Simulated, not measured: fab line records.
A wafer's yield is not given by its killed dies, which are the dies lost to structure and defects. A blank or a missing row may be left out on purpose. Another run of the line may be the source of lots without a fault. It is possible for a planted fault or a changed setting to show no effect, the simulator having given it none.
Chamber matching    flow nand_harc    NHARC_A_M0_PRE_CLEAN_31 on pecvd-02 has 3 sister chambers
The step time 12 s. 27 wafers are shown with their chamber, then 12 later ones without.

WAFERS, EACH WITH ITS CHAMBER
wafer   chamber  heater_power_w (W)
L076.1  0        676
L076.3  2        550
L076.6  2        557
L075.3  1        570
L075.4  2        519
L075.5  1        574
L077.3  2        554
L077.5  2        544
L077.6  0        717
L080.1  0        623
L080.4  1        659
L080.5  2        622
L082.3  0        642
L082.5  0        642
L082.6  1        561
L084.1  1        653
L084.3  0        702
L084.6  2        601
L085.3  0        667
L085.4  0        655
L085.6  1        584
L086.2  2        590
L086.3  1        621
L086.4  1        638
L088.1  0        622
L088.2  1        562
L088.6  0        618

SIGNATURES, as means of the wafers listed above
reading         chamber 0  chamber 1  chamber 2  scatter within a chamber
heater_power_w  656.40     602.44     567.12     36.2
Rule: a wafer lies at a distance from a chamber equal to the root of the sum of squares, over the readings, of (its reading less the chamber's mean, divided by the reading's scatter). If the next closest chamber is less than 2 further off than the closest, the wafer can't be placed; otherwise it belongs to the closest. How the scatter is found: for the shown wafers, subtract from each reading the mean of its chamber, square and add these, divide the total by (wafers less chambers), then take the root.

WAFERS WITHOUT THEIR CHAMBER
wafer   heater_power_w (W)
L091.3  635
L091.4  550
L091.5  664
L094.1  621
L094.4  626
L094.6  596
L093.4  616
L093.5  517
L093.6  658
L097.1  690
L097.2  587
L097.6  649

WHICH CHAMBER EACH WENT THROUGH
wafer   from the rows above           in truth
L091.3  can't be placed: 0 or 1 or 2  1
L091.4  can't be placed: 2 or 1       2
L091.5  can't be placed: 0 or 1       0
L094.1  can't be placed: 1 or 0 or 2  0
L094.4  can't be placed: 1 or 0 or 2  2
L094.6  can't be placed: 1 or 2 or 0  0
L093.4  can't be placed: 1 or 0 or 2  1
L093.5  can't be placed: 2 or 1       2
L093.6  can't be placed: 0 or 1       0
L097.1  can't be placed: 0 or 1       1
L097.2  can't be placed: 1 or 2 or 0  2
L097.6  can't be placed: 0 or 1       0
0 of 12 placed correctly. Cannot be placed on the basis of these rows: 12; the candidates contain the true chamber in 12. Wrongly placed: 0.
